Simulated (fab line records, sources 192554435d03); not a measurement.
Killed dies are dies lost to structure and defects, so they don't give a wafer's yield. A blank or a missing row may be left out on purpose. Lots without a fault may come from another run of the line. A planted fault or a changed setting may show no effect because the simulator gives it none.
fab line records | flow n5_finfet
record lots=5 wafers=15 last_day=16
route steps=1938 shown FIN_CUT@163 BEOL_M4@1111 PASSIVATION@1936
lots that met no fault: from a run of the same line without faults
start_h: hours from the record's first day to the start of the lot's first wafer shown | wait_h: hours since the lot's step before | " the same as in the row above | L1.1+2: a row that stands for several wafers | - no value, or no start given | * or withheld: withheld | < > ~ a bound
route shown NAME@n: a module of which the file shows steps, and the number in the route of the first | usual: mean/standard deviation of fault-free wafers | same: alike in all rows | chamber/n: place in a boat | sites: the reading at each site | _std_site: their standard deviation | _edge_site: outer sites' mean less inner sites' | radius_mm: how far each site lies from the wafer's centre | mask NAME#n: copy n | behind: the tool/chamber that last shaped the wafer | hold: why the lot was held/for how many hours/how that ended | device: the transistor (n, p or np) that didn't switch | end of line: the same wafers' tests at the end of the route | a step without rows: its recipe alone | killed: dies lost to structure and defects at the first sort, not the wafer's yield | map: a wafer's dies, x killed, . not, _ none there
set.NAME: the setting as run; set.NAME@STEP: as run at that earlier step | model.NAME: the simulator's own value behind a step, which no gauge read
lots at some steps of the route; a table a step, a row a wafer
services: from which hour (start_h, from the record's first day; less than 0 if before it) a tool's chamber was out of use, for how many hours, and why
## steps
# step N5_FIN_CUT_CD_MEAS_08
# recipe target_cd_nm=29.1 landing_energy_ev=500 detector=se_inlens polarity=opening
# usual cd_nm=29.09/0.23
# columns lot.wafer tool chamber start_h wait_h cd_nm
L749.1 cd_sem-02 0 32.34 - 28.72
L749.2 " 0 " " 28.95
L749.6 " 0 " " 29.02
L750.1 cd_sem-02 0 39.14 - 28.77
L750.3 " 0 " " 29.37
L750.6 " 0 " " 28.64
L762.1 cd_sem-02 0 112.60 - 29.12
L762.2 " 0 " " 29.48
L762.3 " 0 " " 29.50
L766.1 cd_sem-02 0 134.02 - 29.43
L766.4 " 0 " " 29.04
L766.5 " 0 " " 29.24
L769.1 cd_sem-02 0 154.85 - 29.00
L769.4 " 0 " " 29.15
L769.6 " 0 " " 29.06
# step N5_FIN_CUT_OVL_MEAS_09
# recipe points_per_wafer=522
# usual FIN_CUT_OVL=0.1/0.62
# columns lot.wafer tool chamber start_h wait_h FIN_CUT_OVL[nm]
L749.1 overlay-02 0 32.37 0.0 0.3
L749.2 " 0 " " 0.4
L749.6 " 0 " " 0.0
L750.1 overlay-02 0 39.17 0.0 -0.1
L750.3 " 0 " " -0.3
L750.6 " 0 " " 0.1
L762.1 overlay-01 0 112.63 0.0 0.9
L762.2 " 0 " " 0.4
L762.3 " 0 " " 0.7
L766.1 overlay-02 0 134.05 0.0 -0.5
L766.4 " 0 " " -0.5
L766.5 " 0 " " -0.3
L769.1 overlay-01 0 154.88 0.0 -0.9
L769.4 " 0 " " 0.6
L769.6 " 0 " " 0.1
# step N5_FIN_CUT_INSPECT_10
# recipe mode=adi inspect_instrument=brightfield
# usual raw_defect_count=47/14
# columns lot.wafer tool chamber start_h wait_h raw_defect_count
L749.1 defect_inspect-01 - 32.43 0.1 88
L749.2 " - " " 68
L749.6 " - " " 53
L750.1 defect_inspect-02 - 39.22 0.1 59
L750.3 " - " " 37
L750.6 " - " " 30
L762.1 defect_inspect-01 - 112.69 0.1 47
L762.2 " - " " 62
L762.3 " - " " 42
L766.1 defect_inspect-01 - 134.11 0.1 60
L766.4 " - " " 30
L766.5 " - " " 56
L769.1 defect_inspect-01 - 154.94 0.1 76
L769.4 " - " " 58
L769.6 " - " " 64
# step N5_FIN_CUT_DESCUM_13
# recipe chemistry=O2 time_s=7 source_power_w=50 bias_power_w=20 pressure_mtorr=20 rf_frequency_hz=2.712e+07 temp_c=40 resist=CAR-EUV o2_flow_sccm=225
# step N5_FIN_CUT_ETCH_30
# recipe chemistry=N2/H2 target=underlayer target_depth_a=130 mask_material=CAR-EUV time_s=10.4 ion_energy_ev=200 pressure_mtorr=30 source_w=840 bias_w=150 n2_flow_sccm=200 h2_flow_sccm=200 ends=cleared
# usual drypump_motor_current_A=5.85/0.25 etch_rf_on_time_s=10.40/0.18 oes_product_au=0.65/0.058 rf_vpp_V=524.6/2.3 showerhead_plenum_p_Torr=2.57/0.083 throttle_valve_pct=17.96/0.22
# columns lot.wafer tool chamber start_h wait_h drypump_motor_current_A etch_rf_on_time_s oes_product_au rf_hours_counter_h rf_vpp_V showerhead_plenum_p_Torr throttle_valve_pct
L749.1 rie_diel-04 1 32.50 0.0 6.26 10.60 0.58 227 520.5 2.40 18.25
L749.2 " 2 " " 5.82 10.56 0.59 243 522.6 2.51 17.58
L749.6 " 3 " " 5.48 10.23 0.66 - 523.7 2.54 18.13
L750.1 rie_diel-04 3 39.29 0.0 5.47 10.08 0.66 170 524.6 2.54 18.13
L750.3 " 2 " " 5.81 10.48 0.60 246 522.2 2.51 17.57
L750.6 " 0 " " 5.83 10.26 0.69 - 526.5 2.67 18.15
L762.1 rie_diel-06 1 112.78 0.0 5.97 10.43 0.61 224 525.1 2.62 17.85
L762.2 " 2 " " 5.76 10.19 0.65 160 526.1 2.65 18.01
L762.3 " 3 " " 6.13 10.59 0.71 62 521.6 2.47 17.91
L766.1 rie_diel-04 2 134.18 0.0 5.80 10.03 0.79 19 522.4 2.50 17.19
L766.4 " 0 " " 5.84 10.16 0.67 137 527.4 2.66 18.22
L766.5 " 0 " " 5.83 10.22 0.68 - 526.7 2.66 18.22
L769.1 rie_diel-04 1 155.01 0.0 6.27 10.00 0.82 14 528.8 2.71 17.93
L769.4 " 2 " " 5.83 10.06 0.79 23 523.7 2.49 17.19
L769.6 " 2 " " 5.83 10.04 0.80 - 522.7 2.49 17.19
# step N5_FIN_CUT_ETCH_20
# recipe chemistry=CF4 target=SiARC target_depth_a=260 mask_material=CAR-EUV time_s=43.3 ion_energy_ev=80 pressure_mtorr=40 source_w=545 bias_w=36 Ar_flow_sccm=100 cf4_flow_sccm=100 ends=cleared
# step N5_FIN_CUT_ETCH_21
# recipe chemistry=N2/H2 target=SOC target_depth_a=2190 overetch_a=438 mask_material=SiARC temp_c=40 ion_energy_ev=100 bias_w=61 time_s=523.5 pressure_mtorr=30 source_w=850 n2_flow_sccm=200 h2_flow_sccm=200
# step N5_FIN_CUT_STRIP_23
# recipe chemistry=N2/H2 temp_c=40 n2_flow_sccm=200 h2_flow_sccm=200 rf_frequency_hz=6e+07
# step N5_FIN_CUT_STRIP_31
# recipe chemistry=N2/H2 temp_c=40 n2_flow_sccm=200 h2_flow_sccm=200 rf_frequency_hz=6e+07
# step N5_FIN_CUT_STRIP_24
# recipe chemistry=CF4 resist=SiARC power_w=300 bias_power_w=75 pressure_mtorr=50 cf4_flow_sccm=150 rf_frequency_hz=6e+07
# usual drypump_motor_current_A=5.84/0.24 oes_product_au=0.75/0.063 rf_vpp_V=271.5/1.5 showerhead_plenum_p_Torr=1.81/0.056 throttle_valve_pct=13.72/0.24
# columns lot.wafer tool chamber start_h wait_h drypump_motor_current_A oes_product_au rf_hours_counter_h rf_vpp_V showerhead_plenum_p_Torr throttle_valve_pct
L749.1 rie_diel-04 1 32.88 0.0 6.24 0.69 227 269.7 1.70 13.97
L749.2 " 2 " " 5.80 0.69 244 269.7 1.76 13.40
L749.6 " 3 " " 5.48 0.75 - 270.0 1.79 13.73
L750.1 rie_diel-04 3 39.68 0.0 5.48 0.74 170 271.8 1.79 13.76
L750.3 " 2 " " 5.82 0.70 246 270.2 1.76 13.43
L750.6 " 0 " " 5.86 0.80 - 273.1 1.88 13.87
L762.1 rie_diel-06 1 113.17 0.0 5.96 0.71 224 272.0 1.84 13.70
L762.2 " 2 " " 5.77 0.74 161 271.0 1.87 13.75
L762.3 " 3 " " 6.15 0.82 62 269.5 1.75 13.63
L766.1 rie_diel-04 2 134.56 0.0 5.80 0.89 19 269.4 1.76 12.92
L766.4 " 0 " " 5.84 0.77 137 272.3 1.87 13.92
L766.5 " 0 " " 5.87 0.77 - 270.8 1.87 13.91
L769.1 rie_diel-04 1 155.39 0.0 6.24 0.92 14 273.8 1.90 13.49
L769.4 " 2 " " 5.81 0.90 23 271.4 1.76 12.91
L769.6 " 2 " " 5.79 0.89 - 270.3 1.75 12.93
# step N5_FIN_CUT_CUT_ETCH_26
# recipe chemistry=CH3F/O2 target=SiNx target_depth_a=390 mask_material=SOC time_s=55.7 pressure_mtorr=30 source_w=395 bias_w=73 Ar_flow_sccm=150 CH3F_flow_sccm=30 O2_flow_sccm=20 ion_energy_ev=120
# usual drypump_motor_current_A=5.85/0.25 oes_o_777_au=0.77/0.062 oes_product_au=0.76/0.068 rf_vpp_V=299.1/2.7 showerhead_plenum_p_Torr=2.02/0.063 throttle_valve_pct=16.48/0.22
# columns lot.wafer tool chamber start_h wait_h drypump_motor_current_A oes_o_777_au oes_product_au rf_hours_counter_h rf_vpp_V showerhead_plenum_p_Torr throttle_valve_pct
L749.1 rie_diel-04 1 32.90 0.0 6.25 0.70 0.69 227 294.6 1.89 16.75
L749.2 " 2 " " 5.80 0.71 0.70 244 300.3 1.97 16.13
L749.6 " 3 " " 5.47 0.77 0.77 - 295.0 2.00 16.52
L750.1 rie_diel-04 3 39.70 0.0 5.46 0.76 0.77 170 296.4 2.00 16.54
L750.3 " 2 " " 5.80 0.71 0.70 246 298.8 1.97 16.13
L750.6 " 0 " " 5.85 0.81 0.81 - 298.4 2.09 16.57
L762.1 rie_diel-06 1 113.19 0.0 5.95 0.73 0.71 224 300.7 2.06 16.43
L762.2 " 2 " " 5.77 0.76 0.75 161 301.3 2.08 16.49
L762.3 " 3 " " 6.14 0.83 0.83 62 300.3 1.95 16.41
L766.1 rie_diel-04 2 134.58 0.0 5.77 0.92 0.93 19 300.0 1.96 15.71
L766.4 " 0 " " 5.83 0.78 0.78 137 297.6 2.08 16.63
L766.5 " 0 " " 5.83 0.79 0.78 - 297.9 2.08 16.64
L769.1 rie_diel-04 1 155.41 0.0 6.26 0.95 0.96 14 300.2 2.13 16.37
L769.4 " 2 " " 5.85 0.91 0.92 23 300.1 1.96 15.71
L769.6 " 2 " " 5.82 0.90 0.91 - 298.7 1.96 15.70
# step N5_FIN_CUT_CUT_ETCH_27
# recipe chemistry=CHF3/O2 target=SiO2 target_depth_a=40 mask_material=SOC overetch_a=20 time_s=4.9 pressure_mtorr=30 source_w=650 bias_w=170 Ar_flow_sccm=200 CHF3_flow_sccm=50 O2_flow_sccm=5 ion_energy_ev=200
# usual drypump_motor_current_A=5.85/0.25 oes_o_777_au=0.76/0.062 oes_product_au=0.60/0.051 rf_vpp_V=527/4.7 showerhead_plenum_p_Torr=2.43/0.074 throttle_valve_pct=18.94/0.23
# columns lot.wafer tool chamber start_h wait_h drypump_motor_current_A oes_o_777_au oes_product_au rf_hours_counter_h rf_vpp_V showerhead_plenum_p_Torr throttle_valve_pct
L749.1 rie_diel-04 1 32.94 0.0 6.23 0.70 0.55 228 518 2.29 19.22
L749.2 " 2 " " 5.80 0.70 0.56 244 530 2.37 18.54
L749.6 " 3 " " 5.47 0.76 0.60 - 521 2.41 19.00
L750.1 rie_diel-04 3 39.74 0.0 5.47 0.76 0.59 170 522 2.41 19.01
L750.3 " 2 " " 5.84 0.71 0.55 246 530 2.37 18.56
L750.6 " 0 " " 5.83 0.81 0.64 - 527 2.51 19.08
L762.1 rie_diel-06 1 113.23 0.0 5.96 0.74 0.57 224 535 2.48 18.82
L762.2 " 2 " " 5.78 0.75 0.59 161 532 2.51 18.96
L762.3 " 3 " " 6.13 0.83 0.66 62 528 2.35 18.90
L766.1 rie_diel-04 2 134.63 0.0 5.79 0.92 0.72 19 531 2.36 18.16
L766.4 " 0 " " 5.83 0.78 0.62 137 527 2.50 19.11
L766.5 " 0 " " 5.82 0.78 0.61 - 525 2.50 19.11
L769.1 rie_diel-04 1 155.46 0.0 6.26 0.94 0.75 14 526 2.56 18.89
L769.4 " 2 " " 5.81 0.90 0.72 23 528 2.36 18.19
L769.6 " 2 " " 5.80 0.90 0.73 - 529 2.36 18.16
# step N5_FIN_CUT_PRECLEAN_35
# recipe time_s=13.3 temp_c=45 pressure_torr=125 p_hf_torr=3 p_coreactant_torr=25 chemistry=vHF
# usual drypump_motor_current_A=6.18/0.29 time_s=13.3/0
# columns lot.wafer tool chamber start_h wait_h drypump_motor_current_A time_s
L749.1 vapor_etch-02 0 33.01 0.0 5.84 13.3
L749.2 " 1 " " 6.14 13.3
L749.6 " 0 " " 5.83 13.3
L750.1 vapor_etch-01 1 39.81 0.0 6.14 13.3
L750.3 " 0 " " 6.66 13.3
L750.6 " 1 " " 6.15 13.3
L762.1 vapor_etch-01 1 113.30 0.0 6.11 13.3
L762.2 " 0 " " 6.66 11.931
L762.3 " 1 " " 6.06 13.3
L766.1 vapor_etch-02 0 134.69 0.0 5.89 13.3
L766.4 " 1 " " 6.16 13.3
L766.5 " 0 " " 5.84 13.3
L769.1 vapor_etch-02 1 155.52 0.0 6.16 13.3
L769.4 " 1 " " 6.15 13.3
L769.6 " 1 " " 6.14 13.3
# step N5_FIN_CUT_CUT_ETCH_15
# recipe chemistry=HBr/Cl2/O2 target=Si target_depth_a=1000 bt_time_s=10 mask_material=SOC time_s=42.4 ion_energy_ev=* bias_w=* pressure_mtorr=10 icp_w=800 HBr_flow_sccm=150 Cl2_flow_sccm=80 O2_flow_sccm=12
# usual drypump_motor_current_A=5.66/0.28 oes_o_777_au=1.001/0.03 oes_product_au=0.997/0.015 throttle_valve_pct=37.29/0.18
# columns lot.wafer tool chamber start_h wait_h drypump_motor_current_A oes_o_777_au oes_product_au rf_hours_counter_h throttle_valve_pct
L749.1 rie_si-02 1 33.09 0.1 5.51 0.973 0.989 97 37.01
L749.2 " 2 " " 5.94 0.966 0.980 170 37.47
L749.6 " 3 " " 6.00 0.996 1.006 - 37.22
L750.1 rie_si-02 3 39.89 0.1 6.00 1.002 1.001 177 37.24
L750.3 " 0 " " 5.23 0.992 1.010 98 37.45
L750.6 " 1 " " 5.52 0.960 0.998 - 37.01
L762.1 rie_si-02 2 113.38 0.1 5.94 0.967 0.973 172 37.48
L762.2 " 3 " " 5.99 1.001 0.992 178 37.24
L762.3 " 1 " " 5.52 0.952 0.987 98 37.00
L766.1 rie_si-02 2 134.77 0.1 5.94 0.969 0.971 172 37.48
L766.4 " 3 " " 6.02 1.012 1.002 178 37.23
L766.5 " 2 " " 5.95 0.969 0.973 - 37.48
L769.1 rie_si-03 3 155.60 0.1 5.80 0.999 1.009 31 37.46
L769.4 " 0 " " 5.88 1.009 1.006 87 37.07
L769.6 " 3 " " 5.79 1.000 1.001 - 37.44
# step N5_BEOL_M4_RC_MEAS_101
# usual DIBL_N=36.3/1.4 DIBL_P=35.7/1.5 IOFF_N=0.155/0.022 IOFF_P=0.204/0.027 ION_N=671/9 ION_P=459/6.2 SS_N=71.5/0.54 SS_P=73.1/0.56 VT_N=250.2/2.6 VT_P=-251/3.3
# columns lot.wafer tool chamber start_h wait_h DIBL_N[mV/V] DIBL_P[mV/V] IOFF_N[nA/um] IOFF_P[nA/um] ION_N[uA/um] ION_P[uA/um] SS_N[mV/dec] SS_P[mV/dec] VT_N[mV] VT_P[mV]
L749.1 prober-02 0 183.52 0.0 37.0 36.4 0.153 0.230 671 462 71.2 72.9 250.3 -247
L749.2 " 0 " " 36.1 35.1 0.138 0.201 671 465 70.6 72.8 251.6 -249
L749.6 " 0 " " 38.9 39.0 0.192 0.270 683 470 71.5 73.6 246.1 -244
L750.1 prober-01 0 186.65 0.0 35.3 35.6 0.161 0.217 673 463 71.2 72.8 246.7 -247
L750.3 " 0 " " 37.1 37.4 0.202 0.257 692 475 72.0 73.7 246.3 -248
L750.6 " 0 " " 37.3 37.0 0.201 0.250 680 468 71.5 73.3 248.6 -248
L762.1 prober-01 0 253.09 0.0 38.4 35.7 0.183 0.193 682 453 72.0 73.8 246.3 -253
L762.2 " 0 " " 35.8 34.0 0.140 0.165 666 454 71.2 72.9 252.3 -256
L762.3 " 0 " " 34.6 32.4 0.125 0.148 664 452 70.7 72.7 250.8 -256
L766.1 prober-01 0 274.32 0.0 35.4 35.2 0.139 0.192 674 453 71.2 73.7 252.0 -251
L766.4 " 0 " " 38.4 37.3 0.197 0.237 677 459 72.3 73.3 249.3 -250
L766.5 " 0 " " 34.9 34.4 0.131 0.195 666 458 71.2 72.7 251.6 -250
L769.1 prober-02 0 294.09 0.0 35.7 36.3 0.154 0.220 671 460 71.2 72.6 247.2 -248
L769.4 " 0 " " 35.1 35.1 0.143 0.213 666 460 71.6 72.6 251.1 -249
L769.6 " 0 " " 36.3 36.7 0.161 0.225 665 460 71.8 73.5 249.2 -247
# step N5_PASSIVATION_PROBE_49
# usual defect_limited_yield=91.0/1.5 killed_at_M0_to_M3=36/12 killed_at_M4_up=14/5.5 killed_at_contacts=11/4.8 killed_at_front_end=42/12 killed_at_other=3.7/2.7 killed_dies=106/18 killed_on_rim=13/4.5 killed_open=70/13 killed_short=35/8.2 sort_bin_5_function=5.3/1 sort_bin_6_memory=3.3/0.69 sort_n_pass=1074/18 sort_yield_pct=91.0/1.5
# same gross_dies=1180 killed_at_back_side=0 sort_bin_4_leakage[%]=0 sort_bin_8_speed[%]=0
# columns lot.wafer tool chamber start_h wait_h defect_limited_yield[%] killed_at_M0_to_M3 killed_at_M4_up killed_at_contacts killed_at_front_end killed_at_other killed_dies killed_on_rim killed_open killed_short sort_bin_5_function[%] sort_bin_6_memory[%] sort_n_pass sort_yield_pct[%]
L749.1 prober-01 - 297.03 0.0 90.9 44 9 9 40 5 107 13 67 40 5.4 3.2 1073 90.9
L749.2 prober-01 - 297.08 0.1 88.3 54 11 13 58 2 138 12 89 47 7.5 3.7 1042 88.3
L749.6 prober-01 - 297.28 0.3 90.2 48 14 9 40 5 116 13 74 39 5.5 3.6 1064 90.2
L762.1 prober-01 - 348.59 0.1 90.2 60 5 7 38 6 116 20 69 47 6.4 3.0 1064 90.2
L762.2 prober-01 - 348.64 0.1 90.4 35 23 7 45 3 113 15 70 39 5.5 3.8 1067 90.4
L762.3 prober-01 - 348.69 0.2 89.7 43 10 15 50 3 121 10 76 45 6.7 3.2 1059 89.7
# killed by level:class
L749.1 FIN_SAQP:geometric_particle:short=12 FIN_SAQP:geometric_particle:open=12 MOL_CONTACT_COAG:geometric_particle:open=8 BEOL_M0_SAQP:geometric_particle:short=8 BEOL_M1:geometric_particle:open=8 BEOL_M3:geometric_particle:open=8 BEOL_M2:geometric_particle:open=7 BEOL_M0_SAQP:geometric_particle:open=6
L749.2 BEOL_M2:geometric_particle:open=21 FIN_SAQP:geometric_particle:short=10 STI_FIN_REVEAL:geometric_particle:open=10 MOL_CONTACT_COAG:geometric_particle:open=9 BEOL_M3:geometric_particle:open=9 ILD0:geometric_particle:short=6 BEOL_M0_SAQP:geometric_particle:open=6 FIN_SAQP:geometric_particle:open=5
L749.6 FIN_SAQP:geometric_particle:open=12 BEOL_M2:geometric_particle:open=11 BEOL_M1:geometric_particle:open=10 BEOL_M0_SAQP:geometric_particle:short=9 FIN_SAQP:geometric_particle:short=8 MOL_CONTACT_COAG:geometric_particle:open=8 STI_FIN_REVEAL:geometric_particle:open=7 BEOL_M4:geometric_particle:open=6
L762.1 BEOL_M0_SAQP:geometric_particle:short=14 BEOL_M0_SAQP:geometric_particle:open=13 BEOL_M2:geometric_particle:open=12 STI_FIN_REVEAL:geometric_particle:open=9 BEOL_M1:geometric_particle:open=7 FIN_SAQP:geometric_particle:short=5 MOL_CONTACT_COAG:geometric_particle:open=5 GATE_CUT:geometric_particle:short=5
L762.2 BEOL_M2:geometric_particle:open=13 STI_FIN_REVEAL:geometric_particle:open=12 GATE_CUT:geometric_particle:short=8 FIN_SAQP:geometric_particle:short=6 BEOL_M0_SAQP:geometric_particle:short=6 BEOL_M4:geometric_particle:open=6 MOL_CONTACT_COAG:geometric_particle:open=5 STI_FIN_REVEAL:geometric_particle:short=4
L762.3 STI_FIN_REVEAL:geometric_particle:open=15 BEOL_M2:geometric_particle:open=11 BEOL_M1:geometric_particle:open=11 MOL_CONTACT_COAG:geometric_particle:open=9 BEOL_M0_SAQP:geometric_particle:short=8 DUMMY_GATE:geometric_particle:open=7 GATE_CUT:geometric_particle:short=7 STI_FIN_REVEAL:geometric_particle:short=6
## services
# columns tool chamber start_h hours kind
rie_si-02 3 12.37 2.8 repair
rie_diel-04 3 13.92 6.6 repair
rie_diel-04 0 41.51 6.5 repair
rie_diel-04 3 49.33 6.1 repair
rie_diel-04 2 55.43 - clean
rie_diel-04 2 55.43 - consumable_replace:focus_ring
rie_diel-04 2 55.43 15.9 scheduled_down
rie_diel-04 2 55.43 15.9 vent_cycle
rie_si-03 3 75.19 19.1 repair
rie_diel-04 2 86.03 7.0 repair
vapor_etch-02 - 86.21 0.3 repair
rie_diel-04 1 100.17 - clean
rie_diel-04 1 100.17 - consumable_replace:focus_ring
rie_diel-04 1 100.17 - consumable_replace:showerhead
rie_diel-04 1 100.17 13.7 scheduled_down
rie_diel-04 1 100.17 13.7 vent_cycle
rie_diel-06 1 133.57 9.6 repair
rie_diel-04 3 137.47 4.1 repair
rie_si-02 1 143.48 6.7 repair
rie_diel-04 2 146.42 8.2 repair
rie_si-03 - 149.01 0.2 repair
## key
first_sign step=N5_FIN_CUT_PRECLEAN_35 reading=time_s direction=down sigmas=99+ usual=* struck=*
effect none on later readings
met_at N5_FIN_CUT_PRECLEAN_35
struck_wafers L762.2
onset_between 39.81 113.30
fault kind=process_parameter_drift tool=vapor_etch-01 chamber=- onset_h=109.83 steps=N5_FIN_CUT_PRECLEAN_35 channel=time_s offset=* shape=step end_h=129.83 scope=struck_wafers_only stated=*
